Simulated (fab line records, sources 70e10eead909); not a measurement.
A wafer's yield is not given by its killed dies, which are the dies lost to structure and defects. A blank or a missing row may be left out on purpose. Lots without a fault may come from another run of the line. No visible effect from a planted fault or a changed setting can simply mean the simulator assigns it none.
fab line records	flow nand_harc
record lots=13	wafers=39	last_day=33
route steps=1302 shown A_CHANNEL_FILL_D1@504 THIN_TSV@1259 END@1302
lots with no fault: from the same line, run without faults
start_h: start of the lot's first displayed wafer, in hours after the record's first day	wait_h: hours from the lot's prior step to this one	" same as the row above	L1.1+2: one row covering several wafers at once	- no value, or no start given	* or withheld: withheld	< > ~ a bound
route shown NAME@n: a module of which the file shows steps, and the number in the route of the first	usual: the fault-free wafers' mean and standard deviation	same: alike in all rows	chamber/n: place in a boat	sites: readings site by site	_std_site: the values' standard deviation	_edge_site: mean of outer sites minus mean of inner sites	radius_mm: for every site, how far away it sits from the centre of the wafer	mask NAME#n: copy n	behind: the tool/chamber that last shaped the wafer	hold: why the lot went on hold/how many hours it stayed there/how the hold came to an end	device: names the non-switching transistor (n, p or np)	end of line: the route-end tests of the same wafers	a step without rows: its recipe alone	killed: dies lost to structure and defects at the first sort, not the wafer's yield	map: per-die view of a wafer (x killed, . not killed, _ where there is no die)
set.NAME: the setting that was run; set.NAME@STEP: the one run at that earlier step	model.NAME: the simulator's own value behind a step, which no gauge read
route steps across a sampled set of lots; one table per step, one row per wafer
services: a tool's chamber out of use, with start hour (start_h, from the record's first day; less than 0 if before it), hours out, and reason
## steps
# step NHARC_A_CHANNEL_FILL_D1_CVD_05
# recipe target_thk_a=50	temp_c=550	material=poly-Si
# usual spike_tc_upper_C=549.5/1.1	zone_power_top_pct=17.5/1.2
lot.wafer	tool	chamber	start_h	wait_h	spike_tc_upper_C	zone_power_top_pct
L496.1	lpcvd_poly-01	0	224.32	2.3	548.2	19.2
L496.5	"	0	"	"	549.3	18.9
L496.6	"	0	"	"	548.7	19.0
L497.4	lpcvd_poly-01	0	224.32	2.3	550.3	19.5
L497.5	"	0	"	"	550.2	19.3
L497.6	"	0	"	"	550.8	19.1
L498.1	lpcvd_poly-03	0	239.91	2.4	548.1	16.8
L498.3	"	0	"	"	548.3	16.7
L498.4	"	0	"	"	547.3	16.3
L499.3	lpcvd_poly-03	0	239.91	2.4	548.2	16.3
L499.5	"	0	"	"	547.4	16.8
L499.6	"	0	"	"	550.3	16.6
L507.3	lpcvd_poly-03	0	325.81	2.0	549.7	16.6
L507.5	"	0	"	"	549.3	16.5
L507.6	"	0	"	"	548.6	16.5
L508.2	lpcvd_poly-03	0	325.81	2.4	548.6	16.6
L508.5	"	0	"	"	549.3	16.6
L508.6	"	0	"	"	547.1	16.7
L509.3	lpcvd_poly-03	0	338.22	-	548.0	16.8
L509.4	"	0	"	"	548.5	17.0
L509.5	"	0	"	"	546.4	16.5
L513.2	lpcvd_poly-01	0	388.66	2.3	550.1	19.1
L513.3	"	0	"	"	548.1	18.9
L513.4	"	0	"	"	549.8	19.0
L514.1	lpcvd_poly-01	0	396.90	3.3	550.1	19.4
L514.3	"	0	"	"	550.4	19.5
L514.6	"	0	"	"	549.3	19.4
L516.1	lpcvd_poly-03	0	427.36	2.4	548.4	16.8
L516.2	"	0	"	"	548.2	16.7
L516.4	"	0	"	"	550.0	16.6
L517.1	lpcvd_poly-03	0	427.36	2.4	549.8	16.5
L517.3	"	0	"	"	549.8	16.7
L517.4	"	0	"	"	549.7	16.8
L518.1	lpcvd_poly-03	0	439.35	2.4	549.6	16.4
L518.3	"	0	"	"	550.1	16.6
L518.5	"	0	"	"	548.3	16.5
L519.3	lpcvd_poly-01	0	452.12	2.3	548.5	19.1
L519.4	"	0	"	"	550.3	19.0
L519.5	"	0	"	"	549.3	18.9
# step NHARC_THIN_TSV_CD_MEAS_12
# recipe target_cd_nm=1000	landing_energy_ev=500
# usual cd_nm=1000.2/1.6
lot.wafer	tool	chamber	start_h	wait_h	cd_nm
L497.4	cd_sem-01	0	562.04	-	999.7
L497.5	"	0	"	"	1000.6
L497.6	"	0	"	"	1000.1
L498.1	cd_sem-01	0	563.09	-	1002.3
L498.3	"	0	"	"	1002.5
L498.4	"	0	"	"	1000.4
L499.3	cd_sem-01	0	568.03	-	1000.4
L499.5	"	0	"	"	1001.4
L499.6	"	0	"	"	1001.1
L496.1	cd_sem-03	0	575.25	-	999.2
L496.5	"	0	"	"	999.4
L496.6	"	0	"	"	999.1
L508.2	cd_sem-02	0	644.95	-	1001.4
L508.5	"	0	"	"	999.0
L508.6	"	0	"	"	999.0
L507.3	cd_sem-01	0	651.15	-	1002.5
L507.5	"	0	"	"	1001.6
L507.6	"	0	"	"	1001.7
L509.3	cd_sem-01	0	670.23	-	1002.0
L509.4	"	0	"	"	1003.7
L509.5	"	0	"	"	1001.0
L513.2	cd_sem-03	0	703.21	-	998.5
L513.3	"	0	"	"	1000.7
L513.4	"	0	"	"	998.6
L514.1	cd_sem-02	0	719.99	-	999.9
L514.3	"	0	"	"	1000.1
L514.6	"	0	"	"	1000.3
L516.1	cd_sem-02	0	749.99	-	1000.8
L516.2	"	0	"	"	996.7
L516.4	"	0	"	"	997.3
L517.1	cd_sem-02	0	756.20	-	1000.2
L517.3	"	0	"	"	1000.4
L517.4	"	0	"	"	1000.2
L518.1	cd_sem-01	0	759.80	-	1001.3
L518.3	"	0	"	"	999.0
L518.5	"	0	"	"	1003.7
L519.3	cd_sem-01	0	772.22	-	999.3
L519.4	"	0	"	"	1000.6
L519.5	"	0	"	"	999.2
# step NHARC_THIN_TSV_ETCH_44
# recipe target_depth_a=15942	time_s=797.1	cf4_flow_sccm=150	o2_flow_sccm=10	ar_flow_sccm=0	rf_w=300	bias_w=800	chemistry=CF4/O2
# usual drypump_motor_current_A=5.8/0.38	oes_product_au=1.002/0.011	rf_vpp_V=792/3.6	showerhead_plenum_p_Torr=1.80/0.056	throttle_valve_pct=16.914/0.0089
lot.wafer	tool	chamber	start_h	wait_h	drypump_motor_current_A	oes_product_au	rf_hours_counter_h	rf_vpp_V	showerhead_plenum_p_Torr	throttle_valve_pct
L497.4	rie_diel-02	3	562.52	0.3	5.9	1.011	-	790	1.77	16.921
L497.6	"	0	"	"	5.6	0.995	-	797	1.87	16.919
L497.5	"	1	"	"	6.1	0.999	-	794	1.81	16.919
L498.4	rie_diel-13	3	563.34	0.1	5.6	1.000	1.5	794	1.85	16.910
L498.1	"	1	"	"	6.3	1.018	1.7	791	1.75	16.912
L498.3	"	2	"	"	5.2	0.998	1.7	793	1.79	16.914
L499.3	rie_diel-03	3	568.39	0.2	5.7	0.997	6.5	792	1.79	16.930
L499.6	"	1	"	"	5.9	0.993	-	786	1.72	16.911
L499.5	"	2	"	"	5.8	1.002	-	796	1.88	16.917
L496.1	rie_diel-13	0	575.49	0.1	5.6	0.998	2.4	787	1.72	16.928
L496.6	"	0	"	"	5.5	0.998	-	787	1.72	16.928
L496.5	"	1	"	"	6.3	1.017	-	788	1.75	16.922
L508.2	rie_diel-13	0	645.36	0.2	5.5	0.999	5.7	788	1.72	16.889
L508.5	"	1	"	"	6.4	1.004	-	789	1.75	16.920
L508.6	"	2	"	"	5.2	0.987	-	792	1.79	16.908
L507.3	rie_diel-02	1	651.39	0.1	6.0	1.013	4.3	793	1.81	16.918
L507.6	"	1	"	"	6.1	1.003	-	793	1.81	16.900
L507.5	"	2	"	"	6.7	0.998	-	794	1.84	16.914
L509.3	rie_diel-03	2	670.53	0.1	5.8	1.009	1.5	797	1.88	16.912
L509.4	"	0	"	"	5.2	0.975	1.4	793	1.81	16.911
L509.5	"	2	"	"	5.8	1.011	-	797	1.88	16.936
L513.3	rie_diel-03	3	703.45	0.1	5.7	1.007	4.0	790	1.79	16.925
L513.4	"	1	"	"	5.8	1.013	4.1	788	1.72	16.915
L513.2	"	2	"	"	5.8	1.027	4.1	797	1.88	16.908
L514.1	rie_diel-13	3	720.26	0.1	5.6	1.009	0.8	795	1.85	16.929
L514.3	"	0	"	"	5.5	0.996	0.8	787	1.72	16.926
L514.6	"	2	"	"	5.2	1.004	-	792	1.79	16.923
L516.4	rie_diel-13	1	750.23	0.1	6.4	0.994	1.4	789	1.75	16.922
L516.2	"	2	"	"	5.2	0.995	2.4	791	1.79	16.902
L516.1	"	0	"	"	5.5	0.995	2.4	787	1.72	16.916
L517.4	rie_diel-03	2	756.50	0.1	5.8	1.000	8.8	797	1.88	16.917
L517.3	"	3	"	"	5.7	1.003	8.3	792	1.79	16.909
L517.1	"	0	"	"	5.2	0.977	8.4	792	1.81	16.924
L518.3	rie_diel-02	1	760.10	0.1	6.1	1.011	0.2	793	1.81	16.906
L518.1	"	3	"	"	5.9	1.007	0.2	789	1.77	16.918
L518.5	"	1	"	"	6.0	1.008	-	791	1.81	16.924
L519.4	rie_diel-13	1	772.57	0.2	6.4	0.996	2.9	788	1.75	16.915
L519.3	"	2	"	"	5.2	1.007	4.1	792	1.79	16.922
L519.5	"	3	"	"	5.6	0.993	-	795	1.85	16.900
# step NHARC_THIN_TSV_ETCH_15
# recipe target_depth_a=30000	bosch_target_overetch_cycles=2	bosch_etch_step_s=2.8	bosch_dep_step_s=1.2	bosch_cycles=14
# usual drypump_motor_current_A=5.69/0.28
lot.wafer	tool	chamber	start_h	wait_h	drypump_motor_current_A	rf_hours_counter_h
L497.4	rie_si-05	3	563.03	-	5.76	-
L497.5	"	0	"	"	6.27	-
L497.6	"	1	"	"	5.63	-
L498.3	rie_si-01	1	563.92	-	5.55	0.1
L498.1	"	3	"	"	5.81	0.1
L498.4	"	0	"	"	5.99	-
L499.3	rie_si-05	1	568.89	-	5.64	0.5
L499.5	"	0	"	"	6.26	-
L499.6	"	1	"	"	5.62	-
L496.1	rie_si-01	2	576.10	-	5.72	0.0
L496.5	"	3	"	"	5.78	-
L496.6	"	0	"	"	5.97	-
L508.2	rie_si-05	2	645.80	-	5.75	0.9
L508.6	"	3	"	"	5.76	-
L508.5	"	0	"	"	6.26	-
L507.3	rie_si-01	0	651.99	-	5.97	0.7
L507.6	"	2	"	"	5.68	-
L507.5	"	3	"	"	5.82	-
L509.4	rie_si-05	0	671.07	-	6.28	0
L509.3	"	1	"	"	5.63	0
L509.5	"	3	"	"	5.78	-
L513.3	rie_si-01	1	704.02	-	5.57	0.9
L513.4	"	3	"	"	5.82	0.9
L513.2	"	0	"	"	5.98	0.9
L514.3	rie_si-01	1	720.96	-	5.55	1.0
L514.1	"	2	"	"	5.70	0.9
L514.6	"	0	"	"	5.98	-
L516.4	rie_si-01	0	750.82	-	5.95	0.1
L516.2	"	1	"	"	5.59	0.1
L516.1	"	3	"	"	5.75	0.1
L517.3	rie_si-02	2	757.03	-	5.17	0.8
L517.4	"	3	"	"	5.61	0.8
L517.1	"	0	"	"	5.11	0.8
L518.1	rie_si-05	2	760.63	-	5.73	0.6
L518.3	"	3	"	"	5.78	0.5
L518.5	"	2	"	"	5.76	-
L519.3	rie_si-05	3	773.03	-	5.78	0.6
L519.4	"	1	"	"	5.65	0.6
L519.5	"	3	"	"	5.74	-
# step NHARC_END_SORT_01
# recipe temp_c=25
# usual killed_at_array=58/20	killed_at_other=1.0/1.2	killed_at_periphery=4.1/3	killed_dies=63/20	killed_open=3.2/1.7	killed_short=2.5/1.5
# same gross_dies=677
lot.wafer	tool	chamber	start_h	wait_h	killed_at_array	killed_at_other	killed_at_periphery	killed_dies	killed_open	killed_short
L508.2	prober-02	0	659.69	2.8	132	0	11	143	5	2
L508.5	prober-02	0	662.12	3.7	120	0	8	128	1	4
L508.6	prober-02	0	662.93	4.1	123	1	9	133	7	3
L507.3	prober-01	0	669.10	3.1	140	0	7	147	1	2
L507.5	prober-01	0	670.69	3.7	150	0	6	156	3	2
L507.6	prober-01	0	671.48	4.0	140	2	4	146	0	2
L509.3	prober-02	0	689.15	3.1	111	2	11	124	1	2
L509.4	prober-02	0	689.96	3.4	106	1	9	116	2	0
L509.5	prober-02	0	690.77	3.7	114	0	13	127	3	2
# killed by level:class
L508.2 A_CHANNEL_FILL_D1:unspecified=97 A_CHANNEL_HOLE_D1:chamber_film_flake=26 A_STAIRCASE:chamber_film_flake=5 P_BONDPAD:chamber_film_flake=4 P_M0:geometric_particle:open=2 P_GATE:chamber_film_flake=2 P_GATE:geometric_particle:open=1 P_CONTACT:geometric_particle:short=1
L508.5 A_CHANNEL_FILL_D1:unspecified=86 A_CHANNEL_HOLE_D1:chamber_film_flake=22 P_BONDPAD:chamber_film_flake=6 A_STAIRCASE:chamber_film_flake=4 A_ONON_D1:geometric_particle:short=1 A_DECK1_JOINT:geometric_particle:open=1 A_CHANNEL_HOLE_D2:geometric_particle:short=1 A_CHANNEL_FILL_D2:geometric_particle:short=1
L508.6 A_CHANNEL_FILL_D1:unspecified=83 A_CHANNEL_HOLE_D1:chamber_film_flake=25 P_BONDPAD:chamber_film_flake=3 A_CONTACT:chamber_film_flake=3 A_CHANNEL_HOLE_D2:geometric_particle:open=2 A_STAIRCASE:chamber_film_flake=2 P_GATE:geometric_particle:short=1 P_CONTACT:geometric_particle:open=1
L507.3 A_CHANNEL_FILL_D1:unspecified=79 A_SLIT:chamber_film_flake=27 A_CHANNEL_HOLE_D2:chamber_film_flake=15 A_CONTACT:chamber_film_flake=8 A_CHANNEL_HOLE_D1:chamber_film_flake=5 P_GATE:geometric_particle:short=2 P_STI:chamber_film_flake=2 P_M2:chamber_film_flake=2
L507.5 A_CHANNEL_FILL_D1:unspecified=89 A_SLIT:chamber_film_flake=33 A_CHANNEL_HOLE_D2:chamber_film_flake=12 A_CHANNEL_HOLE_D1:chamber_film_flake=7 A_CONTACT:chamber_film_flake=5 A_M0:geometric_particle:open=2 P_M2:chamber_film_flake=2 P_GATE:geometric_particle:open=1
L507.6 A_CHANNEL_FILL_D1:unspecified=86 A_SLIT:chamber_film_flake=26 A_CHANNEL_HOLE_D2:chamber_film_flake=15 A_CONTACT:chamber_film_flake=7 P_STI:chamber_film_flake=3 A_DECK1_JOINT:chamber_film_flake=2 A_DECK1_JOINT:geometric_particle:short=1 STARTING-WAFER:geometric_particle:short=1
L509.3 A_CHANNEL_FILL_D1:unspecified=86 A_CHANNEL_HOLE_D1:chamber_film_flake=9 P_GATE:chamber_film_flake=8 A_STAIRCASE:chamber_film_flake=7 A_SLIT:chamber_film_flake=4 P_CONTACT:chamber_film_flake=2 THIN_TSV:chamber_film_flake=2 A_ONON_D1:geometric_particle:open=1
L509.4 A_CHANNEL_FILL_D1:unspecified=88 A_STAIRCASE:chamber_film_flake=8 P_CONTACT:chamber_film_flake=5 A_CHANNEL_HOLE_D1:chamber_film_flake=5 P_GATE:chamber_film_flake=2 P_GATE:geometric_particle:open=1 A_WL_FILL:geometric_particle:open=1 P_BONDPAD:chamber_film_flake=1
L509.5 A_CHANNEL_FILL_D1:unspecified=87 A_STAIRCASE:chamber_film_flake=9 P_GATE:chamber_film_flake=6 A_CHANNEL_HOLE_D1:chamber_film_flake=6 P_CONTACT:chamber_film_flake=4 A_SLIT:chamber_film_flake=4 P_BONDPAD:chamber_film_flake=2 A_CHANNEL_FILL_D1:chamber_film_flake=2
## services
tool	chamber	start_h	hours	kind
rie_diel-13	3	249.14	13.6	repair
rie_si-01	2	257.01	34.7	repair
rie_diel-13	1	258.48	1.5	repair
rie_si-05	2	271.86	3.1	repair
rie_si-05	-	305.00	9.0	pm
lpcvd_poly-03	-	328.14	3.5	repair
rie_diel-13	-	342.00	9.0	pm
rie_si-01	-	370.00	9.0	pm
rie_si-01	3	380.53	2.9	repair
lpcvd_poly-03	-	387.01	26.0	pm
rie_diel-13	3	387.48	1.3	repair
rie_si-01	0	390.11	16.8	repair
rie_si-01	3	403.37	3.6	repair
rie_diel-13	1	455.85	7.9	repair
rie_si-01	2	460.93	104.9	repair
rie_si-01	0	462.67	3.9	repair
rie_si-01	3	480.56	10.2	repair
rie_si-05	-	482.00	9.0	pm
rie_diel-13	2	498.41	1.5	repair
rie_diel-13	-	519.00	9.0	pm
rie_si-01	-	547.00	9.0	pm
rie_si-05	2	558.26	11.4	repair
rie_si-05	-	659.00	9.0	pm
rie_diel-13	-	696.00	9.0	pm
## key
first_sign step=NHARC_END_SORT_01	reading=killed_dies	direction=up	sigmas=3.7	usual=63	struck=136
effect step=NHARC_END_SORT_01	reading=killed_at_array	direction=up	sigmas=3.4	usual=58	struck=126
more_kills_born_at NHARC_A_CHANNEL_FILL_D1_CVD_05@lpcvd_poly-03=781
met_at NHARC_A_CHANNEL_FILL_D1_CVD_05
struck_lots L507,L508,L509
tester_left_out L507,L508,L509
not_acting_at NHARC_THIN_TSV_CD_MEAS_12,NHARC_THIN_TSV_ETCH_44,NHARC_THIN_TSV_ETCH_15
onset_between 239.91 325.81
fault kind=chamber_particle_source	tool=lpcvd_poly-03	chamber=-	onset_h=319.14	steps=NHARC_A_CHANNEL_FILL_D1_CVD_05	rate_per_visit_cm2=0.97206	end_h=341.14
# tester_left_out: of these lots the tester's yield and bins aren't shown, on N5 and GAA mostly nor the transistor test; their killed dies are dies lost to structure and defects alone, not to doping, threshold or leakage, so they don't give the yield
